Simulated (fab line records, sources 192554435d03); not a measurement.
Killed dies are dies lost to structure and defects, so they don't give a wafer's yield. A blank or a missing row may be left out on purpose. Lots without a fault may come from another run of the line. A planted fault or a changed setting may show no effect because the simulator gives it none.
Which tool did it? | flow n5_finfet | 11 lots, 31 wafers sampled, at 4 steps of a route of 1938

WHAT THE GAUGES READ, wafer by wafer
The record holds no reading of a measuring or inspecting step that can be judged against a usual standard deviation.

WHICH TOOL RAN EACH LOT (tool, then ch and the chambers of the sampled wafers, then the start)
lot  | N5_BEOL_M10_DESCUM_33              | N5_BEOL_M10_TRENCH_ETCH_37                    | N5_BEOL_M10_CURE_72           | N5_BEOL_M10_ANNEAL_51
L784 | rie_diel-04 ch 0,3, day 11 09:53   | rie_diel-04 ch 0,3, day 11 10:40 or earlier   | uv_cure-01 ch 1, day 11 10:40 | rtp_anneal-01 ch 0, day 11 12:32
L785 | rie_diel-06 ch 1,2,3, day 11 15:17 | rie_diel-06 ch 1,2,3, day 11 15:58 or earlier | uv_cure-01 ch 2, day 11 15:58 | rtp_anneal-02 ch 0, day 11 18:14
L786 | rie_diel-04 ch 0,1,3, day 11 18:22 | rie_diel-04 ch 0,1,3, day 11 19:02 or earlier | uv_cure-01 ch 1, day 11 19:02 | rtp_anneal-01 ch 0, day 11 20:38
L788 | rie_diel-04 ch 0,1,3, day 12 10:15 | rie_diel-04 ch 0,1,3, day 12 10:56 or earlier | uv_cure-01 ch 2, day 12 10:56 | rtp_anneal-02 ch 0, day 12 12:08
L789 | rie_diel-05 ch 0,2, day 12 18:02   | rie_diel-05 ch 0,2, day 12 18:47 or earlier   | uv_cure-03 ch 1, day 12 18:47 | rtp_anneal-01 ch 0, day 12 20:57
L792 | rie_diel-06 ch 0,1,2, day 12 22:49 | rie_diel-06 ch 0,1,2, day 12 23:31 or earlier | uv_cure-02 ch 0, day 12 23:31 | rtp_anneal-01 ch 0, day 13 01:33
L796 | rie_diel-06 ch 0,2, day 13 17:44   | rie_diel-06 ch 2,3, day 13 18:38 or earlier   | uv_cure-01 ch 0, day 13 18:38 | rtp_anneal-02 ch 0, day 13 20:35
L797 | rie_diel-05 ch 1,2, day 14 02:31   | rie_diel-05 ch 1,2, day 14 03:29 or earlier   | uv_cure-01 ch 0, day 14 03:29 | rtp_anneal-01 ch 0, day 14 05:55
L801 | rie_diel-06 ch 2,3, day 15 08:32   | rie_diel-06 ch 2,3, day 15 09:31 or earlier   | uv_cure-02 ch 0, day 15 09:31 | rtp_anneal-02 ch 0, day 15 11:03
L802 | rie_diel-06 ch 1,3, day 15 13:16   | rie_diel-06 ch 1,3, day 15 13:57 or earlier   | uv_cure-02 ch 2, day 15 13:57 | rtp_anneal-02 ch 0, day 15 16:16
L803 | rie_diel-05 ch 1,2, day 15 13:31   | rie_diel-05 ch 1,2, day 15 14:36 or earlier   | uv_cure-01 ch 1, day 15 14:36 | rtp_anneal-01 ch 0, day 15 17:04
- N5_BEOL_M10_DESCUM_33: chemistry O2, time 7.9 s.
- N5_BEOL_M10_TRENCH_ETCH_37: etches SiCOH lowk in C4F6/O2, target depth 148.83 nm, time 48 s.
- N5_BEOL_M10_CURE_72: cures SiCOH lowk, time 120 s.
- N5_BEOL_M10_ANNEAL_51: time 90 s.

WHAT THE TOOLS THEMSELVES READ (means of the sampled wafers that have a number; where no wafer has one, the mark that the record gives instead)
N5_BEOL_M10_DESCUM_33. Usual: drypump_motor_current_A 5.6 A, standard deviation 0.58; oes_product_au 0.81 a.u., standard deviation 0.087; rf_vpp_V 243.6 V, standard deviation 1.4; showerhead_plenum_p_Torr 2.12 Torr, standard deviation 0.076; throttle_valve_pct 20.43 %, standard deviation 0.18.
lot  | tool        | drypump_motor_current_A (A) | oes_product_au (a.u.) | rf_vpp_V (V) | showerhead_plenum_p_Torr (Torr) | throttle_valve_pct (%) | flag
L784 | rie_diel-04 | 6.5                         | 0.72                  | 243.4        | 2.07                            | 20.50                  |
L785 | rie_diel-06 | 5.3                         | 0.74                  | 243.4        | 2.12                            | 20.40                  |
L786 | rie_diel-04 | 6.3                         | 0.80                  | 243.3        | 2.10                            | 20.60                  |
L788 | rie_diel-04 | 6.3                         | 0.80                  | 243.6        | 2.10                            | 20.60                  |
L789 | rie_diel-05 | 5.0                         | 0.89                  | 244.1        | 2.20                            | 20.42                  |
L792 | rie_diel-06 | 5.4                         | 0.79                  | 243.7        | 2.09                            | 20.38                  |
L796 | rie_diel-06 | 5.8                         | 0.86                  | 244.1        | 2.09                            | 20.38                  |
L797 | rie_diel-05 | 5.3                         | 0.82                  | 244.6        | 2.14                            | 20.29                  |
L801 | rie_diel-06 | 5.4                         | 0.75                  | 243.1        | 2.16                            | 20.42                  |
L802 | rie_diel-06 | 5.2                         | 0.86                  | 242.6        | 2.04                            | 20.28                  |
L803 | rie_diel-05 | 5.3                         | 0.80                  | 244.5        | 2.15                            | 20.36                  |

N5_BEOL_M10_TRENCH_ETCH_37. Usual: drypump_motor_current_A 5.6 A, standard deviation 0.58; oes_product_au 0.81 a.u., standard deviation 0.089; rf_vpp_V 675 V, standard deviation 18; showerhead_plenum_p_Torr 2.88 Torr, standard deviation 0.098; throttle_valve_pct 20.93 %, standard deviation 0.25.
lot  | tool        | drypump_motor_current_A (A) | oes_product_au (a.u.) | rf_vpp_V (V) | showerhead_plenum_p_Torr (Torr) | throttle_valve_pct (%) | flag
L784 | rie_diel-04 | 6.5                         | 0.73                  | 690          | 2.84                            | 21.18                  |
L785 | rie_diel-06 | 5.3                         | 0.74                  | 675          | 2.88                            | 20.91                  |
L786 | rie_diel-04 | 6.3                         | 0.81                  | 676          | 2.87                            | 21.21                  |
L788 | rie_diel-04 | 6.2                         | 0.80                  | 676          | 2.87                            | 21.22                  |
L789 | rie_diel-05 | 5.0                         | 0.89                  | 674          | 2.97                            | 20.81                  |
L792 | rie_diel-06 | 5.4                         | 0.78                  | 661          | 2.86                            | 20.94                  |
L796 | rie_diel-06 | 5.4                         | 0.75                  | 690          | 2.95                            | 20.90                  |
L797 | rie_diel-05 | 5.3                         | 0.81                  | 666          | 2.87                            | 20.60                  |
L801 | rie_diel-06 | 5.3                         | 0.74                  | 689          | 2.94                            | 20.93                  |
L802 | rie_diel-06 | 5.1                         | 0.86                  | 660          | 2.79                            | 20.79                  |
L803 | rie_diel-05 | 5.3                         | 0.81                  | 668          | 2.90                            | 20.73                  |

N5_BEOL_M10_CURE_72. Usual: lamp_power_pct 52.31 %, standard deviation 0.051; run_length_s 178.4 s, standard deviation 0.88; wafer_temp_C_max 372.1, standard deviation 0.63.
lot  | tool       | lamp_power_pct (%) | run_length_s (s) | wafer_temp_C_max | flag
L784 | uv_cure-01 | 52.34              | 178.1            | 371.9            |
L785 | uv_cure-01 | 52.31              | 178.0            | 372.3            |
L786 | uv_cure-01 | 52.33              | 178.1            | 371.4            |
L788 | uv_cure-01 | 52.32              | 177.8            | 371.9            |
L789 | uv_cure-03 | 52.37              | 178.5            | 372.6            |
L792 | uv_cure-02 | 52.36              | 177.8            | 371.2            |
L796 | uv_cure-01 | -                  | -                | -                | OFF
L797 | uv_cure-01 | -                  | -                | -                | OFF
L801 | uv_cure-02 | 52.33              | 177.5            | 371.3            |
L802 | uv_cure-02 | 52.33              | 178.8            | 373.1            |
L803 | uv_cure-01 | 52.32              | 178.5            | 372.1            |

N5_BEOL_M10_ANNEAL_51. Usual: wafer_temp_C_max 226.1, standard deviation 0.38.
lot  | tool          | wafer_temp_C_max | flag
L784 | rtp_anneal-01 | 226.5            |
L785 | rtp_anneal-02 | 225.8            |
L786 | rtp_anneal-01 | 226.5            |
L788 | rtp_anneal-02 | 225.7            |
L789 | rtp_anneal-01 | 226.2            |
L792 | rtp_anneal-01 | 226.5            |
L796 | rtp_anneal-02 | 226.0            |
L797 | rtp_anneal-01 | 226.4            |
L801 | rtp_anneal-02 | 225.6            |
L802 | rtp_anneal-02 | 225.7            |
L803 | rtp_anneal-01 | 226.2            |

THE ANSWER, worked out from the rows above alone
Rule: a lot is off if the mean of its wafers that have a number lies more than 3 standard deviations from the usual mean. A lot without any number at a reading at which 4 lots or more have one is off too. The other lots that the step has rows for count as sound. The gauges are gone through in route order, then the tools' own readings, and for those a lot's mean is taken as printed above. The first step at which some lot is off is used, and at that step the reading that is off furthest; a lot without a number counts as furthest.
Off: L796, L797, at N5_BEOL_M10_CURE_72 (lamp_power_pct). Without a number there: L796, L797.
A tool fits if, at that step or a process step before it, it ran every lot that is off, and no sound lot after the first of them. N5_BEOL_M10_TRENCH_ETCH_37 gives no start for some lots, so the hours and the order of its lots are those of N5_BEOL_M10_CURE_72. None of those tried fits.

WHAT THE SIMULATOR HAD PUT IN
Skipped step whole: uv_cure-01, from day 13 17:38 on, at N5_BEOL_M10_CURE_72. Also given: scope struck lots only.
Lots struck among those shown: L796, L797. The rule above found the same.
